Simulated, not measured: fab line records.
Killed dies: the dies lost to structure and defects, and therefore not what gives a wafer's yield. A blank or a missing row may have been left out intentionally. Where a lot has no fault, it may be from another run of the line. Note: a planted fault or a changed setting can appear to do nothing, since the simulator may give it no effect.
Chamber matching -- flow n5_finfet -- N5_SDB_HM_OPEN_20 on rie_diel-01 has 4 sister chambers
The step chemistry CH3F/O2, target SiNx, stops on poly-Si, target depth 24 nm. 4 wafers are shown with their chamber, then 11 later ones without.

## WAFERS, EACH WITH ITS CHAMBER
wafer,chamber,throttle_valve_pct (%)
L083.3,0,16.75
L084.2,2,16.07
L084.5,3,15.95
L086.2,1,16.49

## WAFERS WITHOUT THEIR CHAMBER
wafer,throttle_valve_pct (%)
L086.3,16.09
L086.6,16.08
L087.1,15.94
L087.3,16.76
L087.6,15.95
L089.1,16.78
L089.5,16.51
L089.6,16.11
L091.2,16.52
L091.5,16.11
L091.6,16.53

## WHICH CHAMBER EACH WENT THROUGH
wafer,from the rows above,in truth
L086.3,2,2
L086.6,2,2
L087.1,3,3
L087.3,0,0
L087.6,3,3
L089.1,0,0
L089.5,1,1
L089.6,2,2
L091.2,1,1
L091.5,2,2
L091.6,1,1
Correctly placed: 11 of 11. From these rows, 0 cannot be placed. Number placed wrongly: 0.
How it was worked out, from the rows above alone: a wafer's distance from a chamber is the root of the sum, over the readings, of the square of ((its reading less the chamber's mean) divided by the reading's scatter). If the next closest chamber is less than 2 further off than the closest, the wafer can't be placed; otherwise it belongs to the closest. Each chamber's mean is taken over the wafers shown for it. The scatter: with one shown wafer a chamber, the root of the mean of the squares of how far each hidden wafer lies from its nearest shown one.
